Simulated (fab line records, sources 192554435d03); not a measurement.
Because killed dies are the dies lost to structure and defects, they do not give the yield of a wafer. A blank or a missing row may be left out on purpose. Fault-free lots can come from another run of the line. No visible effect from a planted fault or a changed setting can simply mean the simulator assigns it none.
fab line records | flow n5Finfet
record lots=6 | wafers=18 | lastDay=18
route steps=1938 shown BEOL_M3@938 BEOL_M4@1111
lots untouched by any fault: they come from a run of this same line in which no faults occurred
startH: hours from the record's first day to the start of the lot's first wafer shown | waitH: time in hours since the lot's previous step | " unchanged from the row above | L1.1+2: a row that stands for several wafers | - either no value or no given start | * or withheld: withheld | < > ~ a bound
route shown NAME@n: names a module that has steps shown in the file, with the first one's number in the route | usual: mean/standard deviation of fault-free wafers | same: alike in all rows | chamber/n: place in a boat | sites: the reading at each site | _std_site: how widely they spread, as a standard deviation | _edge_site: inner sites' mean taken away from outer sites' mean | radiusMm: for every site, how far away it sits from the centre of the wafer | mask NAME#n: copy n | behind: the most recent tool/chamber to have shaped the wafer | hold: why the lot was held/for how many hours/how that ended | device: whichever transistor did not switch (one of n, p or np) | end of line: the tests these same wafers got at the end of their route | for a step that has no rows: nothing shown but its recipe | killed: not the wafer's yield, but the dies lost to structure and defects at the first sort | map: per-die view of a wafer (x killed, . not killed, _ where there is no die)
set.NAME: setting as actually run; set.NAME@STEP: the setting as run at that earlier step | model.NAME: the simulator's own value behind a step, which no gauge read
lots at some steps of the route; a table a step, a row a wafer
services: from which hour (startH, from the record's first day; less than 0 if before it) a tool's chamber was out of use, for how many hours, and why
## steps
# step N5_BEOL_M3_COAT_05
# recipe resist=CAR-EUV | spinRpm=1500 | resistThkNm=30
# step N5_BEOL_M3_EBR_07
# recipe solvent=PGMEA | ebrWidthMm=1.5
# step N5_BEOL_M3_SOFTBAKE_06
# recipe tempC=110 | timeS=60 | resist=CAR-EUV
# step N5_BEOL_M3_EXPOSE_08
# recipe maskId=M3 | na=0.33 | sourceShape=dipole | sigmaInner=0.369 | sigmaOuter=0.767 | polarization=unpolarized | doseMj=33
# step N5_BEOL_M3_PEB_09
# recipe pebTempC=100 | pebTimeS=60 | resist=CAR-EUV
# step N5_BEOL_M3_DEVELOP_10
# recipe developTimeS=30 | developer=TMAH | resist=CAR-EUV | rinseLiquid=surfactantRinse | dry=airSpin | devTempC=23
# step N5_BEOL_M3_CD_MEAS_11
# recipe targetCdNm=17.05 | landingEnergyEv=500 | detector=seInlens | polarity=opening
# usual cdNm=17.14/0.21
lot.wafer | tool     | chamber | startH | waitH | cdNm
L435.1    | cdSem-02 | 0       | 204.25 | -     | 17.00
L435.2    | "        | 0       | "      | "     | 17.14
L435.4    | "        | 0       | "      | "     | 17.16
L434.2    | cdSem-01 | 0       | 216.99 | -     | 17.19
L434.5    | "        | 0       | "      | "     | 16.66
L434.6    | "        | 0       | "      | "     | 17.22
L436.1    | cdSem-02 | 0       | 217.03 | -     | 17.17
L436.4    | "        | 0       | "      | "     | 17.04
L436.6    | "        | 0       | "      | "     | 17.27
L447.1    | cdSem-01 | 0       | 276.13 | -     | 17.41
L447.2    | "        | 0       | "      | "     | 16.95
L447.4    | "        | 0       | "      | "     | 17.10
L446.2    | cdSem-03 | 0       | 278.05 | -     | 17.07
L446.3    | "        | 0       | "      | "     | 17.48
L446.4    | "        | 0       | "      | "     | 17.22
L448.3    | cdSem-03 | 0       | 288.15 | -     | 16.90
L448.5    | "        | 0       | "      | "     | 17.00
L448.6    | "        | 0       | "      | "     | 17.05
# step N5_BEOL_M3_OVL_MEAS_12
# recipe pointsPerWafer=522
# usual M3_OVL=-0.3/0.78
lot.wafer | tool       | chamber | startH | waitH | M3_OVL[nm]
L435.1    | overlay-02 | 0       | 204.28 | 0.0   | -1.4
L435.2    | "          | 0       | "      | "     | -0.4
L435.4    | "          | 0       | "      | "     | 0.0
L434.2    | overlay-02 | 0       | 217.02 | 0.0   | 0.6
L434.5    | "          | 0       | "      | "     | 0.0
L434.6    | "          | 0       | "      | "     | -0.2
L436.1    | overlay-01 | 0       | 217.06 | 0.0   | 1.5
L436.4    | "          | 0       | "      | "     | 0.3
L436.6    | "          | 0       | "      | "     | 0.0
L447.1    | overlay-01 | 0       | 276.16 | 0.0   | 1.0
L447.2    | "          | 0       | "      | "     | -0.1
L447.4    | "          | 0       | "      | "     | 0.6
L446.2    | overlay-01 | 0       | 278.09 | 0.0   | -1.8
L446.3    | "          | 0       | "      | "     | -0.6
L446.4    | "          | 0       | "      | "     | -1.8
L448.3    | overlay-01 | 0       | 288.19 | 0.0   | 0.2
L448.5    | "          | 0       | "      | "     | -0.2
L448.6    | "          | 0       | "      | "     | 0.4
# step N5_BEOL_M3_INSPECT_13
# recipe mode=adi | inspectInstrument=brightfield
# usual rawDefectCount=444/95
lot.wafer | tool             | chamber | startH | waitH | rawDefectCount
L435.1    | defectInspect-02 | -       | 204.34 | 0.1   | 554
L435.2    | "                | -       | "      | "     | 510
L435.4    | "                | -       | "      | "     | 428
L434.2    | defectInspect-01 | -       | 217.08 | 0.0   | 407
L434.5    | "                | -       | "      | "     | 487
L434.6    | "                | -       | "      | "     | 517
L436.1    | defectInspect-02 | -       | 217.11 | 0.1   | 319
L436.4    | "                | -       | "      | "     | 317
L436.6    | "                | -       | "      | "     | 416
L447.1    | defectInspect-02 | -       | 276.22 | 0.1   | 553
L447.2    | "                | -       | "      | "     | 549
L447.4    | "                | -       | "      | "     | 465
L446.2    | defectInspect-01 | -       | 278.14 | 0.0   | 450
L446.3    | "                | -       | "      | "     | 309
L446.4    | "                | -       | "      | "     | 455
L448.3    | defectInspect-01 | -       | 288.24 | 0.0   | 347
L448.5    | "                | -       | "      | "     | 465
L448.6    | "                | -       | "      | "     | 345
# step N5_BEOL_M3_DESCUM_16
# recipe chemistry=O2 | timeS=7 | sourcePowerW=50 | biasPowerW=20 | pressureMtorr=20 | rfFrequencyHz=2.712e+07 | tempC=40 | resist=CAR-EUV | o2FlowSccm=225
# usual drypumpMotorCurrentA=5.6/0.52 | oesProductAu=0.81/0.081 | rfVppV=243.5/1.5 | showerheadPlenumPTorr=2.11/0.087 | throttleValvePct=20.53/0.21
# same timeS=7
lot.wafer | tool       | chamber | startH | waitH | drypumpMotorCurrentA | oesProductAu | rfHoursCounterH | rfVppV | showerheadPlenumPTorr | throttleValvePct
L435.1    | rieDiel-04 | 0       | 204.38 | 0.0   | 4.8                  | 0.91         | 11              | 245.6  | 2.24                  | 20.26
L435.2    | "          | 2       | "      | "     | 6.2                  | 0.84         | 44              | 245.7  | 2.20                  | 20.52
L435.4    | "          | 1       | "      | "     | 5.2                  | 0.70         | 230             | 242.6  | 2.05                  | 20.42
L434.2    | rieDiel-02 | 0       | 218.08 | 1.0   | 5.7                  | 0.72         | 200             | 242.6  | 2.09                  | 20.77
L434.5    | "          | 0       | "      | "     | 5.7                  | 0.71         | -               | 242.4  | 2.09                  | 20.73
L434.6    | "          | 1       | "      | "     | 5.0                  | 0.92         | -               | 242.3  | 2.04                  | 20.43
L436.1    | rieDiel-04 | 0       | 218.10 | 1.0   | 4.8                  | 0.91         | 17              | 243.8  | 2.23                  | 20.28
L436.4    | "          | 1       | "      | "     | 5.2                  | 0.71         | 236             | 242.0  | 2.05                  | 20.44
L436.6    | "          | 0       | "      | "     | 4.8                  | 0.90         | -               | 245.1  | 2.23                  | 20.27
L447.1    | rieDiel-02 | 1       | 276.25 | 0.0   | 5.1                  | 0.89         | 39              | 241.4  | 2.03                  | 20.46
L447.2    | "          | 2       | "      | "     | 5.9                  | 0.84         | 60              | 244.9  | 2.21                  | 20.37
L447.4    | "          | 3       | "      | "     | 5.7                  | 0.89         | 50              | 242.2  | 2.04                  | 20.48
L446.2    | rieDiel-02 | 1       | 278.22 | 0.1   | 5.1                  | 0.89         | 40              | 242.5  | 2.03                  | 20.44
L446.3    | "          | 2       | "      | "     | 5.9                  | 0.84         | 61              | 244.5  | 2.21                  | 20.38
L446.4    | "          | 3       | "      | "     | 5.7                  | 0.87         | 50              | 242.6  | 2.04                  | 20.45
L448.3    | rieDiel-04 | 2       | 288.27 | 0.0   | 6.1                  | 0.81         | 73              | 244.7  | 2.19                  | 20.58
L448.5    | "          | 3       | "      | "     | 6.2                  | 0.76         | -               | 241.3  | 2.02                  | 20.90
L448.6    | "          | 0       | "      | "     | 4.8                  | 0.86         | -               | 245.9  | 2.22                  | 20.31
# step N5_BEOL_M3_ETCH_74
# recipe chemistry=N2/H2 | target=underlayer | targetDepthA=65 | maskMaterial=CAR-EUV | timeS=5.2 | ionEnergyEv=200 | pressureMtorr=30 | sourceW=840 | biasW=150 | n2FlowSccm=200 | h2FlowSccm=200 | ends=cleared
# usual biasW=150.1/0.44 | drypumpMotorCurrentA=5.6/0.52 | etchRfOnTimeS=5.17/0.11 | oesProductAu=0.69/0.073 | rfVppV=524/3.1 | showerheadPlenumPTorr=2.57/0.11 | throttleValvePct=18.01/0.22
lot.wafer | tool       | chamber | startH | waitH | biasW | drypumpMotorCurrentA | etchRfOnTimeS | oesProductAu | rfHoursCounterH | rfVppV | showerheadPlenumPTorr | throttleValvePct
L435.1    | rieDiel-04 | 0       | 204.41 | 0.0   | 150.7 | 4.8                  | 5.19          | 0.78         | 11              | 529    | 2.72                  | 17.63
L435.2    | "          | 2       | "      | "     | 149.9 | 6.1                  | 5.14          | 0.73         | 44              | 527    | 2.69                  | 18.06
L435.4    | "          | 1       | "      | "     | 150.7 | 5.2                  | 5.38          | 0.59         | 230             | 524    | 2.50                  | 17.90
L434.2    | rieDiel-02 | 0       | 218.12 | 0.0   | 149.6 | 5.8                  | 5.21          | 0.61         | 200             | 524    | 2.53                  | 18.11
L434.5    | "          | 0       | "      | "     | 149.5 | 5.8                  | 5.21          | 0.61         | -               | 524    | 2.53                  | 18.11
L434.6    | "          | 1       | "      | "     | 150.3 | 5.1                  | 5.01          | 0.79         | -               | 521    | 2.49                  | 17.92
L436.1    | rieDiel-04 | 0       | 218.13 | 0.0   | 149.9 | 4.8                  | 5.15          | 0.78         | 17              | 527    | 2.72                  | 17.65
L436.4    | "          | 1       | "      | "     | 150.0 | 5.2                  | 5.40          | 0.57         | 236             | 522    | 2.50                  | 17.88
L436.6    | "          | 0       | "      | "     | 149.8 | 4.8                  | 5.16          | 0.77         | -               | 527    | 2.72                  | 17.67
L447.1    | rieDiel-02 | 1       | 276.29 | 0.0   | 149.7 | 5.1                  | 5.02          | 0.75         | 39              | 524    | 2.48                  | 17.94
L447.2    | "          | 2       | "      | "     | 150.0 | 5.8                  | 5.17          | 0.71         | 60              | 526    | 2.69                  | 17.90
L447.4    | "          | 3       | "      | "     | 151.1 | 5.7                  | 5.10          | 0.74         | 50              | 520    | 2.50                  | 18.06
L446.2    | rieDiel-02 | 1       | 278.26 | 0.0   | 150.4 | 5.1                  | 4.98          | 0.76         | 40              | 521    | 2.48                  | 17.97
L446.3    | "          | 2       | "      | "     | 150.2 | 5.8                  | 5.14          | 0.72         | 61              | 528    | 2.69                  | 17.88
L446.4    | "          | 3       | "      | "     | 150.2 | 5.7                  | 5.02          | 0.75         | 50              | 524    | 2.50                  | 18.08
L448.3    | rieDiel-04 | 2       | 288.30 | 0.0   | 150.5 | 6.1                  | 5.11          | 0.69         | 73              | 527    | 2.68                  | 18.13
L448.5    | "          | 3       | "      | "     | 150.1 | 6.2                  | 5.19          | 0.65         | -               | 521    | 2.46                  | 18.34
L448.6    | "          | 0       | "      | "     | 150.3 | 4.8                  | 5.08          | 0.73         | -               | 527    | 2.71                  | 17.68
# step N5_BEOL_M3_ETCH_63
# recipe chemistry=CF4 | target=SiARC | targetDepthA=156 | maskMaterial=CAR-EUV | timeS=26 | ionEnergyEv=80 | pressureMtorr=40 | sourceW=545 | biasW=36 | Ar_flow_sccm=100 | cf4FlowSccm=100 | ends=cleared
# usual biasW=35.99/0.11 | drypumpMotorCurrentA=5.6/0.52 | etchRfOnTimeS=25.9/0.53 | oesProductAu=0.69/0.072 | rfVppV=184.2/1.3 | showerheadPlenumPTorr=2.15/0.088 | throttleValvePct=15.69/0.19
lot.wafer | tool       | chamber | startH | waitH | biasW | drypumpMotorCurrentA | etchRfOnTimeS | oesProductAu | rfHoursCounterH | rfVppV | showerheadPlenumPTorr | throttleValvePct
L435.1    | rieDiel-04 | 0       | 204.43 | 0.0   | 36.06 | 4.8                  | 25.8          | 0.78         | 11              | 186.4  | 2.27                  | 15.37
L435.2    | "          | 2       | "      | "     | 35.89 | 6.1                  | 25.9          | 0.73         | 44              | 185.1  | 2.27                  | 15.85
L435.4    | "          | 1       | "      | "     | 36.06 | 5.2                  | 27.0          | 0.59         | 230             | 184.4  | 2.10                  | 15.76
L434.2    | rieDiel-02 | 0       | 218.13 | 0.0   | 35.89 | 5.8                  | 26.1          | 0.61         | 200             | 182.1  | 2.12                  | 15.86
L434.5    | "          | 0       | "      | "     | 36.21 | 5.7                  | 26.3          | 0.61         | -               | 183.5  | 2.12                  | 15.88
L434.6    | "          | 1       | "      | "     | 35.85 | 5.1                  | 24.9          | 0.80         | -               | 184.5  | 2.12                  | 15.69
L436.1    | rieDiel-04 | 0       | 218.15 | 0.0   | 36.09 | 4.8                  | 25.9          | 0.76         | 17              | 186.1  | 2.26                  | 15.37
L436.4    | "          | 1       | "      | "     | 35.97 | 5.2                  | 26.9          | 0.58         | 236             | 184.3  | 2.10                  | 15.79
L436.6    | "          | 0       | "      | "     | 36.08 | 4.8                  | 25.7          | 0.77         | -               | 186.1  | 2.26                  | 15.37
L447.1    | rieDiel-02 | 1       | 276.30 | 0.0   | 35.95 | 5.1                  | 25.2          | 0.76         | 39              | 183.0  | 2.11                  | 15.72
L447.2    | "          | 2       | "      | "     | 36.18 | 5.8                  | 26.0          | 0.71         | 60              | 184.7  | 2.25                  | 15.52
L447.4    | "          | 3       | "      | "     | 35.89 | 5.7                  | 25.4          | 0.76         | 50              | 182.6  | 2.09                  | 15.56
L446.2    | rieDiel-02 | 1       | 278.27 | 0.0   | 36.04 | 5.0                  | 25.0          | 0.76         | 40              | 182.6  | 2.11                  | 15.72
L446.3    | "          | 2       | "      | "     | 35.87 | 5.8                  | 26.0          | 0.71         | 61              | 185.2  | 2.25                  | 15.52
L446.4    | "          | 3       | "      | "     | 36.02 | 5.8                  | 25.2          | 0.75         | 50              | 184.7  | 2.09                  | 15.56
L448.3    | rieDiel-04 | 2       | 288.32 | 0.0   | 35.98 | 6.2                  | 26.2          | 0.69         | 73              | 186.6  | 2.26                  | 15.91
L448.5    | "          | 3       | "      | "     | 35.93 | 6.2                  | 26.6          | 0.64         | -               | 182.8  | 2.05                  | 15.87
L448.6    | "          | 0       | "      | "     | 35.87 | 4.8                  | 25.6          | 0.73         | -               | 185.2  | 2.26                  | 15.43
# step N5_BEOL_M3_ETCH_64
# recipe chemistry=N2/H2 | target=SOC | targetDepthA=750 | overetchA=150 | maskMaterial=SiARC | tempC=40 | timeS=112.5 | ionEnergyEv=200 | pressureMtorr=30 | sourceW=840 | biasW=150 | n2FlowSccm=200 | h2FlowSccm=200
# usual biasW=150.0/0.44 | drypumpMotorCurrentA=5.6/0.52 | oesProductAu=0.64/0.061 | rfVppV=524/3.1 | showerheadPlenumPTorr=2.57/0.11 | throttleValvePct=17.97/0.22
# same timeS=112.5
lot.wafer | tool       | chamber | startH | waitH | biasW | drypumpMotorCurrentA | oesProductAu | rfHoursCounterH | rfVppV | showerheadPlenumPTorr | throttleValvePct | model.SiARC_of_BEOL_M3_COAT_62.thkNm
L435.1    | rieDiel-04 | 0       | 204.46 | 0.0   | 148.9 | 4.8                  | 0.72         | 11              | 527    | 2.72                  | 17.60            | 6.8
L435.2    | "          | 2       | "      | "     | 149.8 | 6.1                  | 0.67         | 44              | 527    | 2.70                  | 18.02            | 6.6
L435.4    | "          | 1       | "      | "     | 150.6 | 5.2                  | 0.55         | 230             | 523    | 2.50                  | 17.86            | 7
L434.2    | rieDiel-02 | 0       | 218.16 | 0.0   | 150.1 | 5.7                  | 0.57         | 200             | 524    | 2.53                  | 18.07            | 6.8
L434.5    | "          | 0       | "      | "     | 150.1 | 5.7                  | 0.57         | -               | 521    | 2.53                  | 18.09            | 6.8
L434.6    | "          | 1       | "      | "     | 150.4 | 5.1                  | 0.72         | -               | 521    | 2.49                  | 17.89            | 6.4
L436.1    | rieDiel-04 | 0       | 218.18 | 0.0   | 150.9 | 4.8                  | 0.71         | 17              | 528    | 2.72                  | 17.60            | 6.6
L436.4    | "          | 1       | "      | "     | 151.1 | 5.1                  | 0.55         | 236             | 522    | 2.50                  | 17.86            | 7
L436.6    | "          | 0       | "      | "     | 149.7 | 4.8                  | 0.71         | -               | 528    | 2.72                  | 17.61            | 6.6
L447.1    | rieDiel-02 | 1       | 276.33 | 0.0   | 149.9 | 5.1                  | 0.69         | 39              | 522    | 2.48                  | 17.91            | 6.6
L447.2    | "          | 2       | "      | "     | 150.9 | 5.9                  | 0.67         | 60              | 527    | 2.69                  | 17.86            | 6.8
L447.4    | "          | 3       | "      | "     | 131.7 | 5.7                  | 0.68         | 50              | 482    | 2.50                  | 18.03            | 7.4
L446.2    | rieDiel-02 | 1       | 278.30 | 0.0   | 149.9 | 5.1                  | 0.69         | 40              | 522    | 2.48                  | 17.91            | 6.6
L446.3    | "          | 2       | "      | "     | 149.7 | 5.8                  | 0.66         | 61              | 528    | 2.69                  | 17.86            | 6.8
L446.4    | "          | 3       | "      | "     | 131.6 | 5.7                  | 0.68         | 50              | 483    | 2.50                  | 18.03            | 7.4
L448.3    | rieDiel-04 | 2       | 288.35 | 0.0   | 150.0 | 6.1                  | 0.65         | 73              | 527    | 2.68                  | 18.08            | 6.8
L448.5    | "          | 3       | "      | "     | 150.5 | 6.2                  | 0.60         | -               | 521    | 2.46                  | 18.29            | 7
L448.6    | "          | 0       | "      | "     | 150.2 | 4.8                  | 0.67         | -               | 527    | 2.71                  | 17.64            | 6.8
# step N5_BEOL_M3_STRIP_65
# recipe chemistry=N2/H2 | tempC=40 | n2FlowSccm=200 | h2FlowSccm=200 | rfFrequencyHz=6e+07
# step N5_BEOL_M4_RC_MEAS_101
# usual DIBL_N=36.4/1.6 | DIBL_P=36.2/1.8 | IOFF_N=0.159/0.029 | IOFF_P=0.21/0.034 | ION_N=670/12 | ION_P=459/8.2 | SS_N=71.5/0.59 | SS_P=73.2/0.54 | VT_N=250/3.3 | VT_P=-250/3.7
lot.wafer | tool      | chamber | startH | waitH | DIBL_N[mV/V] | DIBL_P[mV/V] | IOFF_N[nA/um] | IOFF_P[nA/um] | ION_N[uA/um] | ION_P[uA/um] | SS_N[mV/dec] | SS_P[mV/dec] | VT_N[mV] | VT_P[mV]
L435.1    | prober-01 | 0       | 224.96 | 0.0   | 35.6         | 33.0         | 0.129         | 0.18          | 671          | 460          | 71.4         | 72.4         | 252      | -250
L435.2    | "         | 0       | "      | "     | 38.1         | 36.9         | 0.188         | 0.24          | 691          | 471          | 72.2         | 74.2         | 246      | -248
L435.4    | "         | 0       | "      | "     | 38.4         | 37.0         | 0.182         | 0.25          | 682          | 470          | 72.2         | 73.6         | 248      | -245
L436.1    | prober-02 | 0       | 251.63 | 0.0   | 36.9         | 35.8         | 0.177         | 0.19          | 672          | 449          | 72.2         | 73.8         | 250      | -253
L436.4    | "         | 0       | "      | "     | 38.4         | 37.2         | 0.200         | 0.23          | 678          | 461          | 72.2         | 73.9         | 246      | -251
L436.6    | "         | 0       | "      | "     | 36.8         | 35.8         | 0.176         | 0.19          | 683          | 456          | 72.4         | 73.7         | 249      | -253
L434.2    | prober-01 | 0       | 256.75 | 0.2   | 36.7         | 37.9         | 0.171         | 0.21          | 669          | 454          | 72.5         | 73.3         | 248      | -252
L434.5    | "         | 0       | "      | "     | 34.8         | 35.3         | 0.136         | 0.16          | 661          | 447          | 71.7         | 72.5         | 253      | -255
L434.6    | "         | 0       | "      | "     | 36.0         | 37.3         | 0.160         | 0.19          | 670          | 452          | 71.4         | 72.8         | 249      | -256
L446.2    | prober-02 | 0       | 304.25 | 0.2   | 36.5         | 34.4         | 0.146         | 0.17          | 665          | 455          | 72.2         | 72.6         | 250      | -253
L446.3    | "         | 0       | "      | "     | 37.5         | 36.1         | 0.160         | 0.21          | 666          | 459          | 72.0         | 73.2         | 249      | -252
L446.4    | "         | 0       | "      | "     | 37.6         | 35.4         | 0.173         | 0.19          | 684          | 461          | 71.6         | 73.4         | 247      | -250
L447.1    | prober-02 | 0       | 310.94 | 0.0   | 37.1         | 37.5         | 0.159         | 0.17          | 675          | 452          | 71.4         | 72.2         | 250      | -256
L447.2    | "         | 0       | "      | "     | 38.1         | 38.0         | 0.164         | 0.18          | 668          | 445          | 71.3         | 73.0         | 249      | -256
L447.4    | "         | 0       | "      | "     | 37.7         | 37.7         | 0.155         | 0.17          | 675          | 447          | 72.1         | 72.6         | 251      | -258
L448.3    | prober-01 | 0       | 331.79 | 0.3   | 34.9         | 35.3         | 0.130         | 0.18          | 656          | 453          | 71.8         | 72.8         | 256      | -250
L448.5    | "         | 0       | "      | "     | 33.8         | 34.8         | 0.121         | 0.18          | 656          | 459          | 71.1         | 72.6         | 255      | -251
L448.6    | "         | 0       | "      | "     | 35.0         | 36.9         | 0.147         | 0.23          | 662          | 462          | 70.9         | 73.1         | 250      | -249
## services
tool       | chamber | startH | hours | kind
rieDiel-02 | 3       | 253.47 | 2.3   | repair
rieDiel-04 | 1       | 263.33 | -     | clean
rieDiel-04 | 1       | 263.33 | -     | consumableReplace:focusRing
rieDiel-04 | 1       | 263.33 | 21.3  | scheduledDown
rieDiel-04 | 1       | 263.33 | 21.3  | ventCycle
## key
firstSign step=N5_BEOL_M3_ETCH_64 | reading=biasW | direction=down | sigmas=41 | usual=* | struck=*
effect step=N5_BEOL_M3_ETCH_64 | reading=rfVppV | direction=down | sigmas=14 | usual=524 | struck=483
modelEffect step=N5_BEOL_M3_ETCH_64 | value=SiARC_of_BEOL_M3_COAT_62.thkNm | without=6.6 | struck=7.4
metAt N5_BEOL_M3_ETCH_64
struckWafers L446.4,L447.4
fault kind=processParameterDrift | tool=rieDiel-02 | chamber=3 | onsetH=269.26 | steps=N5_BEOL_M3_ETCH_64 | channel=biasW | offset=* | shape=step | endH=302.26 | actsIn=* | stated=*
